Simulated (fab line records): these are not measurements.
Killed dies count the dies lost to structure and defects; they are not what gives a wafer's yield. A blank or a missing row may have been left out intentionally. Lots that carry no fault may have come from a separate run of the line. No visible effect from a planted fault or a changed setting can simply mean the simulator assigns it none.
Which tool is to blame? || flow n5_finfet || 9 lots with 27 wafers sampled at 3 steps, on a route of 1938 steps

== WHAT EACH GAUGE READ, for each wafer ==
N5_FIN_CUT_OVL_MEAS_09.
{"lot": "L571", "measured": "day 3 03:47", "on": "overlay-02", "FIN_CUT_OVL (nm)": "-0.7 0.8 -0.8"}
{"lot": "L573", "measured": "day 3 16:44", "on": "overlay-01", "FIN_CUT_OVL (nm)": "-0.6 -1.1 -0.5"}
{"lot": "L577", "measured": "day 4 14:50", "on": "overlay-01", "FIN_CUT_OVL (nm)": "-0.9 -0.1 -0.2"}
{"lot": "L578", "measured": "day 4 20:37", "on": "overlay-01", "FIN_CUT_OVL (nm)": "-0.9 0.0 -0.7"}
{"lot": "L579", "measured": "day 5 03:08", "on": "overlay-01", "FIN_CUT_OVL (nm)": "0.5 -0.4 0.5"}
{"lot": "L582", "measured": "day 5 21:44", "on": "overlay-01", "FIN_CUT_OVL (nm)": "-0.2 0.2 -0.6"}
{"lot": "L585", "measured": "day 6 14:50", "on": "overlay-01", "FIN_CUT_OVL (nm)": "11.1 11.5 10.7"}
{"lot": "L586", "measured": "day 6 20:27", "on": "overlay-01", "FIN_CUT_OVL (nm)": "10.5 10.9 10.5"}
{"lot": "L588", "measured": "day 7 10:10", "on": "overlay-01", "FIN_CUT_OVL (nm)": "-0.7 -0.8 -1.0"}

== TOOL THAT RAN EACH LOT (tool first, then ch and the chambers of the sampled wafers, then the start) ==
{"lot": "L571", "N5_FIN_SAQP_STRIP_77": "rie_diel-01 ch 0,2,3, day 3 03:01", "N5_FIN_CUT_EXPOSE_05": "euv_scanner-01 ch 0, day 3 03:38"}
{"lot": "L573", "N5_FIN_SAQP_STRIP_77": "rie_diel-01 ch 1,2, day 3 15:50", "N5_FIN_CUT_EXPOSE_05": "euv_scanner-01 ch 0, day 3 16:34"}
{"lot": "L577", "N5_FIN_SAQP_STRIP_77": "rie_diel-01 ch 0,2,3, day 4 14:03", "N5_FIN_CUT_EXPOSE_05": "euv_scanner-01 ch 0, day 4 14:40"}
{"lot": "L578", "N5_FIN_SAQP_STRIP_77": "rie_diel-05 ch 0,1,3, day 4 19:43", "N5_FIN_CUT_EXPOSE_05": "euv_scanner-02 ch 0, day 4 20:28"}
{"lot": "L579", "N5_FIN_SAQP_STRIP_77": "rie_diel-05 ch 0,2,3, day 5 02:21", "N5_FIN_CUT_EXPOSE_05": "euv_scanner-02 ch 0, day 5 02:58"}
{"lot": "L582", "N5_FIN_SAQP_STRIP_77": "rie_diel-04 ch 0,1, day 5 20:49", "N5_FIN_CUT_EXPOSE_05": "euv_scanner-02 ch 0, day 5 21:34"}
{"lot": "L585", "N5_FIN_SAQP_STRIP_77": "rie_diel-04 ch 0,1,2, day 6 14:04", "N5_FIN_CUT_EXPOSE_05": "euv_scanner-01 ch 0, day 6 14:40"}
{"lot": "L586", "N5_FIN_SAQP_STRIP_77": "rie_diel-04 ch 0,2,3, day 6 19:40", "N5_FIN_CUT_EXPOSE_05": "euv_scanner-01 ch 0, day 6 20:17"}
{"lot": "L588", "N5_FIN_SAQP_STRIP_77": "rie_diel-01 ch 0,1, day 7 09:22", "N5_FIN_CUT_EXPOSE_05": "euv_scanner-02 ch 0, day 7 10:01"}
- N5_FIN_SAQP_STRIP_77: strips in N2/H2, time 90 s.
- N5_FIN_CUT_EXPOSE_05: exposes mask FIN CUT.

== THE ANSWER, worked out from the rows above alone ==
Rule: what is usual is taken from the lots themselves. The widest of any qualifying gaps counts: lots, ordered by their means at a reading, are off when they make up no more than a third of the lots, leave a main group of 4 or more, and stand apart from it by 3 or more times the standard deviation of that group's means. The tables above print the reading to a certain number of digits; a main group whose means all agree to those digits is not used. Also off: a lot with no number at a reading for which 4 or more lots have one. Any other lot the step has rows for is counted as sound.
Off: L585, L586, seen at N5_FIN_CUT_OVL_MEAS_09 (FIN_CUT_OVL). Mean -0.4 nm and standard deviation 0.33 in the main group.
A tool fits if, at a process step before that reading, it ran every lot that is off, and no sound lot after the first of them. The gauges at N5_FIN_CUT_OVL_MEAS_09 are tried like those tools. Undecided on this evidence; 2 tools fit (rie_diel-04 at N5_FIN_SAQP_STRIP_77, euv_scanner-01 at N5_FIN_CUT_EXPOSE_05).

== WHAT THE SIMULATOR HAD PUT IN ==
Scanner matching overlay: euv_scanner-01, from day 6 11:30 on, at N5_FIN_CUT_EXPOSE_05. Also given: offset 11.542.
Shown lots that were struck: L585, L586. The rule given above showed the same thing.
